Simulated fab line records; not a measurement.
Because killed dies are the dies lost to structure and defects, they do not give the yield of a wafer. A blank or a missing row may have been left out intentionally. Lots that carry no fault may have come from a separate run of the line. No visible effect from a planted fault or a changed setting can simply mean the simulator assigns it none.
What tool caused it? / flow n5Finfet / 24 lots with 72 wafers sampled at 6 steps, on a route of 1938 steps

WHAT THE GAUGES SHOWED, per wafer
N5_BEOL_M4_THK_MEAS_53: measures by xrf. Usual: for M4_THK the level is 40.6 nm and the standard deviation is 1.1.
lot=L074; measured=day 8 15:47; on=filmMetro-02; M4_THK (nm)=40.0 41.2 39.8; flag=
lot=L076; measured=day 8 23:23; on=filmMetro-01; M4_THK (nm)=40.1 38.8 38.8; flag=
lot=L075; measured=day 8 23:46; on=filmMetro-02; M4_THK (nm)=39.8 42.0 41.3; flag=
lot=L077; measured=day 9 06:01; on=filmMetro-02; M4_THK (nm)=40.5 40.8 42.1; flag=
lot=L078; measured=day 9 06:29; on=filmMetro-01; M4_THK (nm)=42.5 41.4 41.6; flag=
lot=L079; measured=day 9 15:10; on=filmMetro-01; M4_THK (nm)=39.4 40.3 39.8; flag=
lot=L080; measured=day 9 23:08; on=filmMetro-01; M4_THK (nm)=42.2 40.6 39.7; flag=
lot=L081; measured=day 10 09:01; on=filmMetro-02; M4_THK (nm)=41.5 41.9 42.7; flag=
lot=L083; measured=day 10 14:26; on=filmMetro-02; M4_THK (nm)=40.1 41.3 39.1; flag=
lot=L082; measured=day 10 17:11; on=filmMetro-02; M4_THK (nm)=40.6 40.5 40.5; flag=
lot=L084; measured=day 10 19:50; on=filmMetro-02; M4_THK (nm)=40.8 41.8 41.0; flag=
lot=L086; measured=day 11 00:52; on=filmMetro-01; M4_THK (nm)=40.7 40.6 41.5; flag=
lot=L087; measured=day 11 18:48; on=filmMetro-01; M4_THK (nm)=39.3 40.1 39.2; flag=
lot=L085; measured=day 11 23:03; on=filmMetro-01; M4_THK (nm)=39.3 42.3 41.6; flag=
lot=L088; measured=day 12 01:55; on=filmMetro-02; M4_THK (nm)=39.1 39.7 40.9; flag=
lot=L089; measured=day 12 05:08; on=filmMetro-01; M4_THK (nm)=42.0 42.5 42.3; flag=
lot=L090; measured=day 12 05:12; on=filmMetro-02; M4_THK (nm)=40.5 40.6 39.5; flag=
lot=L091; measured=day 12 10:15; on=filmMetro-01; M4_THK (nm)=41.0 41.2 40.8; flag=
lot=L092; measured=day 13 03:15; on=filmMetro-01; M4_THK (nm)=40.0 39.7 40.5; flag=
lot=L094; measured=day 13 11:17; on=filmMetro-02; M4_THK (nm)=41.1 38.4 39.6; flag=
lot=L093; measured=day 13 13:54; on=filmMetro-01; M4_THK (nm)=41.0 42.6 40.4; flag=
lot=L095; measured=day 13 19:52; on=filmMetro-01; M4_THK (nm)=41.2 40.2 40.3; flag=
lot=L097; measured=day 13 21:08; on=filmMetro-02; M4_THK (nm)=40.9 38.5 40.6; flag=
lot=L096; measured=day 14 03:56; on=filmMetro-02; M4_THK (nm)=39.3 41.1 39.3; flag=

N5_BEOL_M5_INSPECT_30: inspects for defects (brightfield). Usual: rawDefectCount 416, standard deviation 97.
lot=L074; measured=day 8 19:21; on=defectInspect-01; rawDefectCount=414 473 365; flag=
lot=L076; measured=day 9 03:00; on=defectInspect-01; rawDefectCount=538 455 361; flag=
lot=L075; measured=day 9 05:08; on=defectInspect-02; rawDefectCount=533 367 476; flag=
lot=L077; measured=day 9 10:29; on=defectInspect-02; rawDefectCount=361 436 577; flag=
lot=L078; measured=day 9 11:08; on=defectInspect-01; rawDefectCount=260 304 321; flag=
lot=L079; measured=day 9 22:12; on=defectInspect-02; rawDefectCount=315 312 531; flag=
lot=L080; measured=day 10 04:37; on=defectInspect-01; rawDefectCount=342 389 413; flag=
lot=L081; measured=day 10 14:34; on=defectInspect-02; rawDefectCount=326 475 317; flag=
lot=L083; measured=day 10 18:47; on=defectInspect-01; rawDefectCount=452 484 498; flag=
lot=L082; measured=day 11 00:24; on=defectInspect-01; rawDefectCount=452 442 525; flag=
lot=L084; measured=day 11 03:58; on=defectInspect-01; rawDefectCount=272 406 336; flag=
lot=L086; measured=day 11 07:04; on=defectInspect-01; rawDefectCount=452 663 497; flag=
lot=L087; measured=day 12 00:58; on=defectInspect-02; rawDefectCount=347 355 321; flag=
lot=L085; measured=day 12 04:20; on=defectInspect-02; rawDefectCount=313 372 350; flag=
lot=L088; measured=day 12 09:26; on=defectInspect-02; rawDefectCount=306 473 282; flag=
lot=L089; measured=day 12 11:35; on=defectInspect-02; rawDefectCount=369 501 356; flag=
lot=L090; measured=day 12 12:04; on=defectInspect-02; rawDefectCount=327 329 521; flag=
lot=L091; measured=day 12 17:40; on=defectInspect-02; rawDefectCount=316 424 293; flag=
lot=L092; measured=day 13 07:49; on=defectInspect-02; rawDefectCount=314 345 411; flag=
lot=L094; measured=day 13 18:07; on=defectInspect-01; rawDefectCount=337 362 499; flag=
lot=L093; measured=day 13 18:17; on=defectInspect-01; rawDefectCount=458 410 542; flag=
lot=L095; measured=day 14 03:41; on=defectInspect-01; rawDefectCount=487 454 429; flag=
lot=L097; measured=day 14 03:31; on=defectInspect-01; rawDefectCount=409 314 380; flag=
lot=L096; measured=day 14 14:06; on=defectInspect-01; rawDefectCount=540 449 707; flag=

N5_BEOL_M5_CD_MEAS_35: target cd 28 nm, target cd y 24 nm. Usual: cdNm 28.13 nm, standard deviation 0.28.
lot=L074; measured=day 8 20:04; on=cdSem-02; cdNm (nm)=28.40 28.37 28.25; flag=
lot=L076; measured=day 9 03:37; on=cdSem-01; cdNm (nm)=28.15 28.71 27.95; flag=
lot=L075; measured=day 9 05:46; on=cdSem-02; cdNm (nm)=28.16 27.88 28.42; flag=
lot=L077; measured=day 9 11:05; on=cdSem-01; cdNm (nm)=28.05 27.67 28.20; flag=
lot=L078; measured=day 9 11:45; on=cdSem-01; cdNm (nm)=28.15 27.72 27.73; flag=
lot=L079; measured=day 9 23:02; on=cdSem-02; cdNm (nm)=28.28 28.50 27.99; flag=
lot=L080; measured=day 10 05:38; on=cdSem-01; cdNm (nm)=28.21 27.79 27.98; flag=
lot=L081; measured=day 10 15:10; on=cdSem-01; cdNm (nm)=28.22 27.84 27.83; flag=
lot=L083; measured=day 10 19:23; on=cdSem-02; cdNm (nm)=28.71 28.19 28.72; flag=
lot=L082; measured=day 11 01:16; on=cdSem-02; cdNm (nm)=28.06 28.14 27.76; flag=
lot=L084; measured=day 11 04:35; on=cdSem-02; cdNm (nm)=28.61 28.07 28.22; flag=
lot=L086; measured=day 11 07:40; on=cdSem-01; cdNm (nm)=28.04 28.31 28.11; flag=
lot=L087; measured=day 12 01:34; on=cdSem-03; cdNm (nm)=28.55 28.63 28.22; flag=
lot=L085; measured=day 12 04:57; on=cdSem-02; cdNm (nm)=27.63 27.80 28.10; flag=
lot=L088; measured=day 12 10:08; on=cdSem-02; cdNm (nm)=27.61 27.84 27.80; flag=
lot=L089; measured=day 12 12:13; on=cdSem-01; cdNm (nm)=28.00 28.24 28.50; flag=
lot=L090; measured=day 12 12:40; on=cdSem-01; cdNm (nm)=28.00 27.56 28.05; flag=
lot=L091; measured=day 12 18:19; on=cdSem-01; cdNm (nm)=27.53 27.81 27.78; flag=
lot=L092; measured=day 13 08:26; on=cdSem-01; cdNm (nm)=28.56 28.51 28.16; flag=
lot=L094; measured=day 13 18:44; on=cdSem-01; cdNm (nm)=28.13 27.70 28.11; flag=
lot=L093; measured=day 13 19:07; on=cdSem-02; cdNm (nm)=28.02 28.10 28.55; flag=
lot=L095; measured=day 14 04:34; on=cdSem-02; cdNm (nm)=28.38 28.61 28.53; flag=
lot=L097; measured=day 14 04:33; on=cdSem-01; cdNm (nm)=28.04 27.99 28.42; flag=
lot=L096; measured=day 14 14:43; on=cdSem-01; cdNm (nm)=27.77 28.20 27.75; flag=

TOOL THAT RAN EACH LOT (tool first, then ch and the chambers of the sampled wafers, then the start)
lot=L074; N5_BEOL_M4_CO_CAP_55=cvdCo-02 ch 0,1,2, day 8 15:52; N5_BEOL_M5_ETCH_72=rieDiel-04 ch 0,1, day 8 18:26; N5_BEOL_M5_ETCH_67=rieDiel-04 ch 0,1,3, day 8 19:33
lot=L076; N5_BEOL_M4_CO_CAP_55=cvdCo-02 ch 0,2, day 8 23:29; N5_BEOL_M5_ETCH_72=rieDiel-04 ch 0,2,3, day 9 02:07; N5_BEOL_M5_ETCH_67=rieDiel-03 ch 0,1,2, day 9 03:05
lot=L075; N5_BEOL_M4_CO_CAP_55=cvdCo-02 ch 0,2, day 8 23:53; N5_BEOL_M5_ETCH_72=rieDiel-04 ch 0,1,3, day 9 02:51; N5_BEOL_M5_ETCH_67=rieDiel-04 ch 0,1, day 9 05:13
lot=L077; N5_BEOL_M4_CO_CAP_55=cvdCo-02 ch 0, day 9 06:07; N5_BEOL_M5_ETCH_72=rieDiel-06 ch 0,1,3, day 9 09:41; N5_BEOL_M5_ETCH_67=rieDiel-04 ch 0,1, day 9 10:34
lot=L078; N5_BEOL_M4_CO_CAP_55=cvdCo-02 ch 0,2, day 9 06:37; N5_BEOL_M5_ETCH_72=rieDiel-04 ch 0,1,2, day 9 10:12; N5_BEOL_M5_ETCH_67=rieDiel-06 ch 0,1, day 9 11:13
lot=L079; N5_BEOL_M4_CO_CAP_55=cvdCo-01 ch 0,1,2, day 9 15:15; N5_BEOL_M5_ETCH_72=rieDiel-04 ch 0,1,2, day 9 20:01; N5_BEOL_M5_ETCH_67=rieDiel-06 ch 2,3, day 9 22:31
lot=L080; N5_BEOL_M4_CO_CAP_55=cvdCo-02 ch 0,2, day 9 23:13; N5_BEOL_M5_ETCH_72=rieDiel-04 ch 0,2, day 10 03:41; N5_BEOL_M5_ETCH_67=rieDiel-03 ch 1,2, day 10 05:07
lot=L081; N5_BEOL_M4_CO_CAP_55=cvdCo-02 ch 0,1,2, day 10 09:05; N5_BEOL_M5_ETCH_72=rieDiel-04 ch 0,2,3, day 10 13:34; N5_BEOL_M5_ETCH_67=rieDiel-04 ch 0,1, day 10 14:38
lot=L083; N5_BEOL_M4_CO_CAP_55=cvdCo-02 ch 0,1,2, day 10 14:32; N5_BEOL_M5_ETCH_72=rieDiel-04 ch 2,3, day 10 17:29; N5_BEOL_M5_ETCH_67=rieDiel-03 ch 1,2, day 10 18:52
lot=L082; N5_BEOL_M4_CO_CAP_55=cvdCo-01 ch 0,2, day 10 17:17; N5_BEOL_M5_ETCH_72=rieDiel-03 ch 2,3, day 10 20:29; N5_BEOL_M5_ETCH_67=rieDiel-06 ch 0,1,2, day 11 00:44
lot=L084; N5_BEOL_M4_CO_CAP_55=cvdCo-02 ch 0,1,2, day 10 19:56; N5_BEOL_M5_ETCH_72=rieDiel-03 ch 0,1,2, day 11 01:28; N5_BEOL_M5_ETCH_67=rieDiel-04 ch 1,2,3, day 11 04:02
lot=L086; N5_BEOL_M4_CO_CAP_55=cvdCo-01 ch 0,1,2, day 11 00:56; N5_BEOL_M5_ETCH_72=rieDiel-03 ch 0,1,2, day 11 05:25; N5_BEOL_M5_ETCH_67=rieDiel-04 ch 1,2,3, day 11 07:09
lot=L087; N5_BEOL_M4_CO_CAP_55=cvdCo-02 ch 0,1,2, day 11 18:53; N5_BEOL_M5_ETCH_72=rieDiel-06 ch 2,3, day 11 22:40; N5_BEOL_M5_ETCH_67=rieDiel-06 ch 2,3, day 12 01:02
lot=L085; N5_BEOL_M4_CO_CAP_55=cvdCo-02 ch 0,1,2, day 11 23:10; N5_BEOL_M5_ETCH_72=rieDiel-06 ch 0,1, day 12 02:25; N5_BEOL_M5_ETCH_67=rieDiel-03 ch 0,2,3, day 12 04:26
lot=L088; N5_BEOL_M4_CO_CAP_55=cvdCo-01 ch 0,1,2, day 12 01:59; N5_BEOL_M5_ETCH_72=rieDiel-06 ch 1,3, day 12 05:29; N5_BEOL_M5_ETCH_67=rieDiel-04 ch 0,1,3, day 12 09:36
lot=L089; N5_BEOL_M4_CO_CAP_55=cvdCo-01 ch 0,1, day 12 05:16; N5_BEOL_M5_ETCH_72=rieDiel-04 ch 0,2,3, day 12 10:33; N5_BEOL_M5_ETCH_67=rieDiel-03 ch 0,1, day 12 11:41
lot=L090; N5_BEOL_M4_CO_CAP_55=cvdCo-01 ch 0,2, day 12 05:22; N5_BEOL_M5_ETCH_72=rieDiel-04 ch 1,2,3, day 12 11:04; N5_BEOL_M5_ETCH_67=rieDiel-03 ch 0,2, day 12 12:09
lot=L091; N5_BEOL_M4_CO_CAP_55=cvdCo-02 ch 0,2, day 12 10:20; N5_BEOL_M5_ETCH_72=rieDiel-04 ch 1,3, day 12 13:29; N5_BEOL_M5_ETCH_67=rieDiel-06 ch 1,2, day 12 17:47
lot=L092; N5_BEOL_M4_CO_CAP_55=cvdCo-02 ch 0,2, day 13 03:20; N5_BEOL_M5_ETCH_72=rieDiel-04 ch 0,3, day 13 06:24; N5_BEOL_M5_ETCH_67=rieDiel-04 ch 0,1,2, day 13 07:54
lot=L094; N5_BEOL_M4_CO_CAP_55=cvdCo-01 ch 0,1,2, day 13 11:24; N5_BEOL_M5_ETCH_72=rieDiel-06 ch 0,1,3, day 13 14:36; N5_BEOL_M5_ETCH_67=rieDiel-06 ch 1,2,3, day 13 18:12
lot=L093; N5_BEOL_M4_CO_CAP_55=cvdCo-01 ch 0,1, day 13 13:59; N5_BEOL_M5_ETCH_72=rieDiel-03 ch 1,2,3, day 13 16:53; N5_BEOL_M5_ETCH_67=rieDiel-06 ch 1,2,3, day 13 18:35
lot=L095; N5_BEOL_M4_CO_CAP_55=cvdCo-01 ch 0,1,2, day 13 19:56; N5_BEOL_M5_ETCH_72=rieDiel-04 ch 0,2,3, day 14 00:26; N5_BEOL_M5_ETCH_67=rieDiel-04 ch 0,2, day 14 04:03
lot=L097; N5_BEOL_M4_CO_CAP_55=cvdCo-02 ch 0,1,2, day 13 21:14; N5_BEOL_M5_ETCH_72=rieDiel-06 ch 0,2,3, day 14 01:13; N5_BEOL_M5_ETCH_67=rieDiel-06 ch 1,2,3, day 14 04:02
lot=L096; N5_BEOL_M4_CO_CAP_55=cvdCo-01 ch 0,1, day 14 04:01; N5_BEOL_M5_ETCH_72=rieDiel-03 ch 0,2, day 14 11:16; N5_BEOL_M5_ETCH_67=rieDiel-03 ch 0,3, day 14 14:11
- N5_BEOL_M4_CO_CAP_55: material Co, precursor CCTBA/H2, target thk 2 nm, time 102.1 s.
- N5_BEOL_M5_ETCH_72: etches underlayer in N2/H2, target depth 6.5 nm, time 5.2 s.
- N5_BEOL_M5_ETCH_67: etches SiARC in CF4, target depth 15.6 nm, time 26 s.

WHAT THE TOOLS THEMSELVES READ (means of the sampled wafers that have a number; where no wafer has one, the mark that the record gives instead)
N5_BEOL_M4_CO_CAP_55. Usual: heaterPowerW 227 W, standard deviation 21.
lot=L074; tool=cvdCo-02; heaterPowerW (W)=237; flag=
lot=L076; tool=cvdCo-02; heaterPowerW (W)=230; flag=
lot=L075; tool=cvdCo-02; heaterPowerW (W)=227; flag=
lot=L077; tool=cvdCo-02; heaterPowerW (W)=233; flag=
lot=L078; tool=cvdCo-02; heaterPowerW (W)=232; flag=
lot=L079; tool=cvdCo-01; heaterPowerW (W)=214; flag=
lot=L080; tool=cvdCo-02; heaterPowerW (W)=231; flag=
lot=L081; tool=cvdCo-02; heaterPowerW (W)=239; flag=
lot=L083; tool=cvdCo-02; heaterPowerW (W)=239; flag=
lot=L082; tool=cvdCo-01; heaterPowerW (W)=221; flag=
lot=L084; tool=cvdCo-02; heaterPowerW (W)=239; flag=
lot=L086; tool=cvdCo-01; heaterPowerW (W)=215; flag=
lot=L087; tool=cvdCo-02; heaterPowerW (W)=239; flag=
lot=L085; tool=cvdCo-02; heaterPowerW (W)=237; flag=
lot=L088; tool=cvdCo-01; heaterPowerW (W)=216; flag=
lot=L089; tool=cvdCo-01; heaterPowerW (W)=207; flag=
lot=L090; tool=cvdCo-01; heaterPowerW (W)=222; flag=
lot=L091; tool=cvdCo-02; heaterPowerW (W)=230; flag=
lot=L092; tool=cvdCo-02; heaterPowerW (W)=231; flag=
lot=L094; tool=cvdCo-01; heaterPowerW (W)=214; flag=
lot=L093; tool=cvdCo-01; heaterPowerW (W)=224; flag=
lot=L095; tool=cvdCo-01; heaterPowerW (W)=214; flag=
lot=L097; tool=cvdCo-02; heaterPowerW (W)=242; flag=
lot=L096; tool=cvdCo-01; heaterPowerW (W)=222; flag=

N5_BEOL_M5_ETCH_72. Usual: drypumpMotorCurrentA 5.8 A, standard deviation 0.32; etchRfOnTimeS 5.16 s, standard deviation 0.082; oesProductAu 0.68 a.u., standard deviation 0.079; rfVppV 524.4 V, standard deviation 2.9; showerheadPlenumPTorr 2.56 Torr, standard deviation 0.092; throttleValvePct 17.85 %, standard deviation 0.28.
lot=L074; tool=rieDiel-04; drypumpMotorCurrentA (A)=5.7; etchRfOnTimeS (s)=5.10; oesProductAu (a.u.)=0.67; rfVppV (V)=526.4; showerheadPlenumPTorr (Torr)=2.60; throttleValvePct (%)=17.77; flag=
lot=L076; tool=rieDiel-04; drypumpMotorCurrentA (A)=5.9; etchRfOnTimeS (s)=5.12; oesProductAu (a.u.)=0.76; rfVppV (V)=525.0; showerheadPlenumPTorr (Torr)=2.60; throttleValvePct (%)=17.65; flag=
lot=L075; tool=rieDiel-04; drypumpMotorCurrentA (A)=5.7; etchRfOnTimeS (s)=5.12; oesProductAu (a.u.)=0.70; rfVppV (V)=525.4; showerheadPlenumPTorr (Torr)=2.61; throttleValvePct (%)=17.69; flag=
lot=L077; tool=rieDiel-06; drypumpMotorCurrentA (A)=5.9; etchRfOnTimeS (s)=5.19; oesProductAu (a.u.)=0.61; rfVppV (V)=522.4; showerheadPlenumPTorr (Torr)=2.49; throttleValvePct (%)=18.07; flag=
lot=L078; tool=rieDiel-04; drypumpMotorCurrentA (A)=5.8; etchRfOnTimeS (s)=5.06; oesProductAu (a.u.)=0.74; rfVppV (V)=524.9; showerheadPlenumPTorr (Torr)=2.58; throttleValvePct (%)=17.73; flag=
lot=L079; tool=rieDiel-04; drypumpMotorCurrentA (A)=5.8; etchRfOnTimeS (s)=5.11; oesProductAu (a.u.)=0.73; rfVppV (V)=525.3; showerheadPlenumPTorr (Torr)=2.58; throttleValvePct (%)=17.74; flag=
lot=L080; tool=rieDiel-04; drypumpMotorCurrentA (A)=5.9; etchRfOnTimeS (s)=5.16; oesProductAu (a.u.)=0.76; rfVppV (V)=523.4; showerheadPlenumPTorr (Torr)=2.53; throttleValvePct (%)=17.55; flag=
lot=L081; tool=rieDiel-04; drypumpMotorCurrentA (A)=5.9; etchRfOnTimeS (s)=5.15; oesProductAu (a.u.)=0.75; rfVppV (V)=524.4; showerheadPlenumPTorr (Torr)=2.59; throttleValvePct (%)=17.66; flag=
lot=L083; tool=rieDiel-04; drypumpMotorCurrentA (A)=5.9; etchRfOnTimeS (s)=5.07; oesProductAu (a.u.)=0.77; rfVppV (V)=527.4; showerheadPlenumPTorr (Torr)=2.63; throttleValvePct (%)=17.81; flag=
lot=L082; tool=rieDiel-03; drypumpMotorCurrentA (A)=5.7; etchRfOnTimeS (s)=5.24; oesProductAu (a.u.)=0.74; rfVppV (V)=524.1; showerheadPlenumPTorr (Torr)=2.55; throttleValvePct (%)=17.79; flag=
lot=L084; tool=rieDiel-03; drypumpMotorCurrentA (A)=5.5; etchRfOnTimeS (s)=5.21; oesProductAu (a.u.)=0.74; rfVppV (V)=524.5; showerheadPlenumPTorr (Torr)=2.57; throttleValvePct (%)=17.70; flag=
lot=L086; tool=rieDiel-03; drypumpMotorCurrentA (A)=5.6; etchRfOnTimeS (s)=5.20; oesProductAu (a.u.)=0.73; rfVppV (V)=523.9; showerheadPlenumPTorr (Torr)=2.57; throttleValvePct (%)=17.71; flag=
lot=L087; tool=rieDiel-06; drypumpMotorCurrentA (A)=5.8; etchRfOnTimeS (s)=5.23; oesProductAu (a.u.)=0.60; rfVppV (V)=520.9; showerheadPlenumPTorr (Torr)=2.43; throttleValvePct (%)=18.02; flag=
lot=L085; tool=rieDiel-06; drypumpMotorCurrentA (A)=5.8; etchRfOnTimeS (s)=5.14; oesProductAu (a.u.)=0.61; rfVppV (V)=522.4; showerheadPlenumPTorr (Torr)=2.49; throttleValvePct (%)=18.27; flag=
lot=L088; tool=rieDiel-06; drypumpMotorCurrentA (A)=6.2; etchRfOnTimeS (s)=5.16; oesProductAu (a.u.)=0.60; rfVppV (V)=521.2; showerheadPlenumPTorr (Torr)=2.42; throttleValvePct (%)=17.81; flag=
lot=L089; tool=rieDiel-04; drypumpMotorCurrentA (A)=5.9; etchRfOnTimeS (s)=5.08; oesProductAu (a.u.)=0.74; rfVppV (V)=524.6; showerheadPlenumPTorr (Torr)=2.58; throttleValvePct (%)=17.70; flag=
lot=L090; tool=rieDiel-04; drypumpMotorCurrentA (A)=5.8; etchRfOnTimeS (s)=5.12; oesProductAu (a.u.)=0.70; rfVppV (V)=525.9; showerheadPlenumPTorr (Torr)=2.63; throttleValvePct (%)=17.88; flag=
lot=L091; tool=rieDiel-04; drypumpMotorCurrentA (A)=5.7; etchRfOnTimeS (s)=5.11; oesProductAu (a.u.)=0.66; rfVppV (V)=528.2; showerheadPlenumPTorr (Torr)=2.66; throttleValvePct (%)=17.84; flag=
lot=L092; tool=rieDiel-04; drypumpMotorCurrentA (A)=5.8; etchRfOnTimeS (s)=5.13; oesProductAu (a.u.)=0.70; rfVppV (V)=524.3; showerheadPlenumPTorr (Torr)=2.55; throttleValvePct (%)=17.57; flag=
lot=L094; tool=rieDiel-06; drypumpMotorCurrentA (A)=5.9; etchRfOnTimeS (s)=5.19; oesProductAu (a.u.)=0.60; rfVppV (V)=522.7; showerheadPlenumPTorr (Torr)=2.48; throttleValvePct (%)=18.11; flag=
lot=L093; tool=rieDiel-03; drypumpMotorCurrentA (A)=5.9; etchRfOnTimeS (s)=5.30; oesProductAu (a.u.)=0.65; rfVppV (V)=524.3; showerheadPlenumPTorr (Torr)=2.51; throttleValvePct (%)=17.88; flag=
lot=L095; tool=rieDiel-04; drypumpMotorCurrentA (A)=5.9; etchRfOnTimeS (s)=5.11; oesProductAu (a.u.)=0.72; rfVppV (V)=524.9; showerheadPlenumPTorr (Torr)=2.58; throttleValvePct (%)=17.71; flag=
lot=L097; tool=rieDiel-06; drypumpMotorCurrentA (A)=5.8; etchRfOnTimeS (s)=5.24; oesProductAu (a.u.)=0.58; rfVppV (V)=521.8; showerheadPlenumPTorr (Torr)=2.48; throttleValvePct (%)=18.15; flag=
lot=L096; tool=rieDiel-03; drypumpMotorCurrentA (A)=5.5; etchRfOnTimeS (s)=5.10; oesProductAu (a.u.)=0.76; rfVppV (V)=526.6; showerheadPlenumPTorr (Torr)=2.60; throttleValvePct (%)=17.57; flag=

N5_BEOL_M5_ETCH_67. Usual: drypumpMotorCurrentA 5.8 A, standard deviation 0.35; etchRfOnTimeS 25.9 s, standard deviation 0.51; oesProductAu 0.67 a.u., standard deviation 0.076; rfVppV 184.0 V, standard deviation 1.2; showerheadPlenumPTorr 2.14 Torr, standard deviation 0.071; throttleValvePct 15.62 %, standard deviation 0.27.
lot=L074; tool=rieDiel-04; drypumpMotorCurrentA (A)=5.7; etchRfOnTimeS (s)=25.3; oesProductAu (a.u.)=0.71; rfVppV (V)=184.2; showerheadPlenumPTorr (Torr)=2.19; throttleValvePct (%)=15.45; flag=
lot=L076; tool=rieDiel-03; drypumpMotorCurrentA (A)=5.6; etchRfOnTimeS (s)=26.1; oesProductAu (a.u.)=0.67; rfVppV (V)=184.3; showerheadPlenumPTorr (Torr)=2.17; throttleValvePct (%)=15.58; flag=
lot=L075; tool=rieDiel-04; drypumpMotorCurrentA (A)=5.7; etchRfOnTimeS (s)=25.8; oesProductAu (a.u.)=0.71; rfVppV (V)=183.8; showerheadPlenumPTorr (Torr)=2.15; throttleValvePct (%)=15.38; flag=
lot=L077; tool=rieDiel-04; drypumpMotorCurrentA (A)=5.7; etchRfOnTimeS (s)=25.4; oesProductAu (a.u.)=0.72; rfVppV (V)=183.6; showerheadPlenumPTorr (Torr)=2.14; throttleValvePct (%)=15.39; flag=
lot=L078; tool=rieDiel-06; drypumpMotorCurrentA (A)=5.8; etchRfOnTimeS (s)=26.1; oesProductAu (a.u.)=0.63; rfVppV (V)=184.4; showerheadPlenumPTorr (Torr)=2.11; throttleValvePct (%)=15.92; flag=
lot=L079; tool=rieDiel-06; drypumpMotorCurrentA (A)=5.7; etchRfOnTimeS (s)=26.8; oesProductAu (a.u.)=0.61; rfVppV (V)=182.6; showerheadPlenumPTorr (Torr)=2.05; throttleValvePct (%)=15.70; flag=
lot=L080; tool=rieDiel-03; drypumpMotorCurrentA (A)=5.7; etchRfOnTimeS (s)=26.6; oesProductAu (a.u.)=0.66; rfVppV (V)=183.3; showerheadPlenumPTorr (Torr)=2.14; throttleValvePct (%)=15.61; flag=
lot=L081; tool=rieDiel-04; drypumpMotorCurrentA (A)=5.7; etchRfOnTimeS (s)=25.9; oesProductAu (a.u.)=0.66; rfVppV (V)=184.1; showerheadPlenumPTorr (Torr)=2.18; throttleValvePct (%)=15.59; flag=
lot=L083; tool=rieDiel-03; drypumpMotorCurrentA (A)=5.4; etchRfOnTimeS (s)=26.0; oesProductAu (a.u.)=0.72; rfVppV (V)=184.4; showerheadPlenumPTorr (Torr)=2.16; throttleValvePct (%)=15.54; flag=
lot=L082; tool=rieDiel-06; drypumpMotorCurrentA (A)=5.6; etchRfOnTimeS (s)=26.1; oesProductAu (a.u.)=0.61; rfVppV (V)=184.1; showerheadPlenumPTorr (Torr)=2.11; throttleValvePct (%)=15.97; flag=
lot=L084; tool=rieDiel-04; drypumpMotorCurrentA (A)=5.8; etchRfOnTimeS (s)=25.4; oesProductAu (a.u.)=0.71; rfVppV (V)=185.0; showerheadPlenumPTorr (Torr)=2.22; throttleValvePct (%)=15.57; flag=
lot=L086; tool=rieDiel-04; drypumpMotorCurrentA (A)=5.8; etchRfOnTimeS (s)=25.6; oesProductAu (a.u.)=0.71; rfVppV (V)=184.7; showerheadPlenumPTorr (Torr)=2.22; throttleValvePct (%)=15.57; flag=
lot=L087; tool=rieDiel-06; drypumpMotorCurrentA (A)=5.8; etchRfOnTimeS (s)=26.3; oesProductAu (a.u.)=0.61; rfVppV (V)=182.5; showerheadPlenumPTorr (Torr)=2.05; throttleValvePct (%)=15.75; flag=
lot=L085; tool=rieDiel-03; drypumpMotorCurrentA (A)=5.8; etchRfOnTimeS (s)=25.7; oesProductAu (a.u.)=0.75; rfVppV (V)=183.8; showerheadPlenumPTorr (Torr)=2.14; throttleValvePct (%)=15.44; flag=
lot=L088; tool=rieDiel-04; drypumpMotorCurrentA (A)=5.7; etchRfOnTimeS (s)=25.8; oesProductAu (a.u.)=0.68; rfVppV (V)=184.5; showerheadPlenumPTorr (Torr)=2.19; throttleValvePct (%)=15.51; flag=
lot=L089; tool=rieDiel-03; drypumpMotorCurrentA (A)=5.7; etchRfOnTimeS (s)=25.8; oesProductAu (a.u.)=0.73; rfVppV (V)=184.1; showerheadPlenumPTorr (Torr)=2.17; throttleValvePct (%)=15.34; flag=
lot=L090; tool=rieDiel-03; drypumpMotorCurrentA (A)=5.3; etchRfOnTimeS (s)=25.9; oesProductAu (a.u.)=0.76; rfVppV (V)=184.8; showerheadPlenumPTorr (Torr)=2.18; throttleValvePct (%)=15.39; flag=
lot=L091; tool=rieDiel-06; drypumpMotorCurrentA (A)=5.8; etchRfOnTimeS (s)=26.1; oesProductAu (a.u.)=0.63; rfVppV (V)=183.4; showerheadPlenumPTorr (Torr)=2.06; throttleValvePct (%)=15.87; flag=
lot=L092; tool=rieDiel-04; drypumpMotorCurrentA (A)=5.8; etchRfOnTimeS (s)=25.3; oesProductAu (a.u.)=0.70; rfVppV (V)=184.8; showerheadPlenumPTorr (Torr)=2.16; throttleValvePct (%)=15.52; flag=
lot=L094; tool=rieDiel-06; drypumpMotorCurrentA (A)=5.9; etchRfOnTimeS (s)=26.2; oesProductAu (a.u.)=0.60; rfVppV (V)=182.4; showerheadPlenumPTorr (Torr)=2.04; throttleValvePct (%)=15.75; flag=
lot=L093; tool=rieDiel-06; drypumpMotorCurrentA (A)=5.9; etchRfOnTimeS (s)=26.3; oesProductAu (a.u.)=0.61; rfVppV (V)=183.0; showerheadPlenumPTorr (Torr)=2.04; throttleValvePct (%)=15.75; flag=
lot=L095; tool=rieDiel-04; drypumpMotorCurrentA (A)=5.9; etchRfOnTimeS (s)=25.2; oesProductAu (a.u.)=0.72; rfVppV (V)=183.7; showerheadPlenumPTorr (Torr)=2.12; throttleValvePct (%)=15.35; flag=
lot=L097; tool=rieDiel-06; drypumpMotorCurrentA (A)=5.9; etchRfOnTimeS (s)=26.4; oesProductAu (a.u.)=0.60; rfVppV (V)=183.3; showerheadPlenumPTorr (Torr)=2.04; throttleValvePct (%)=15.75; flag=
lot=L096; tool=rieDiel-03; drypumpMotorCurrentA (A)=6.3; etchRfOnTimeS (s)=26.2; oesProductAu (a.u.)=0.69; rfVppV (V)=183.1; showerheadPlenumPTorr (Torr)=2.10; throttleValvePct (%)=15.53; flag=

THE ANSWER, worked out from the rows above alone
Rule: take the mean of a lot's wafers that have a number; if it is more than 3 standard deviations from the usual mean, the lot is off. Also off: a lot with no number at a reading for which 4 or more lots have one. The other lots that the step has rows for count as sound. The gauges are gone through in route order, then the tools' own readings, and for those a lot's mean is taken as printed above. The first step at which some lot is off is used, and at that step the reading that is off furthest; a lot without a number counts as furthest.
Across all readings shown, no lot is off: no conclusion can be drawn from this.

WHAT THE SIMULATOR HAD PUT IN
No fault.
